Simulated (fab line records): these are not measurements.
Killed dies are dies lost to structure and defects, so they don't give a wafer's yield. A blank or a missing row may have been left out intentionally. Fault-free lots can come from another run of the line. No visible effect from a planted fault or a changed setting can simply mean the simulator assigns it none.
Chamber matching    flow nand harc    NHARC_P_CONTACT_ALD_22 on ald metal-04: 4 sister chambers
The step deposits TiN, target thk 3 nm, pulse time 1 s, ald cycles 150. 18 wafers are shown with their chamber, then 9 later ones without.

WAFERS, EACH WITH ITS CHAMBER
wafer   chamber  heater power w (W)  precursor pulse height rel
L075.1  1        997                 0.998
L075.3  0        1065                1.037
L075.4  2        985                 1.006
L077.1  1        1028                1.014
L077.5  3        919                 0.965
L077.6  2        1009                0.998
L082.2  2        1000                0.989
L082.3  0        1095                0.995
L082.6  3        923                 0.976
L081.1  1        1011                1.042
L081.3  3        903                 1.011
L081.6  0        1021                0.988
L083.1  3        926                 1.007
L083.2  1        1019                1.009
L083.4  0        1093                1.025
L079.1  2        1036                1.004
L079.3  3        922                 1.031
L079.5  1        1056                0.971

SIGNATURES, as means of the wafers listed above
reading                     chamber 0  chamber 1  chamber 2  chamber 3  scatter within a chamber
heater power w              1068.50    1022.20    1007.50    918.60     22.7
precursor pulse height rel  1.01125    1.00680    0.99925    0.99800    0.023
Rule: a wafer's distance from a chamber is the root of the sum, over the readings, of the square of ((its reading less the chamber's mean) divided by the reading's scatter). If the next closest chamber is less than 2 further off than the closest, the wafer can't be placed; otherwise it belongs to the closest. The scatter: take each reading less its chamber's mean, square it, sum over the shown wafers, divide by the number of wafers less the number of chambers, and take the root.

WAFERS MISSING THEIR CHAMBER
wafer   heater power w (W)  precursor pulse height rel
L086.1  1050                1.003
L086.3  906                 0.998
L086.4  1027                1.016
L088.3  1063                1.026
L088.4  929                 1.016
L088.5  1018                0.984
L090.1  1021                1.000
L090.3  926                 1.019
L090.5  1001                1.028

WHICH CHAMBER EACH ONE RAN IN
wafer   from the rows above           in truth
L086.1  can't be placed: 0 or 1 or 2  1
L086.3  3                             3
L086.4  can't be placed: 1 or 2 or 0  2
L088.3  can't be placed: 0 or 1       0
L088.4  3                             3
L088.5  can't be placed: 2 or 1 or 0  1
L090.1  can't be placed: 1 or 2 or 0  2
L090.3  3                             3
L090.5  can't be placed: 2 or 1 or 0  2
Correctly placed: 3 of 9. Cannot be placed on the basis of these rows: 6; the candidates contain the true chamber in 6. Number placed wrongly: 0.
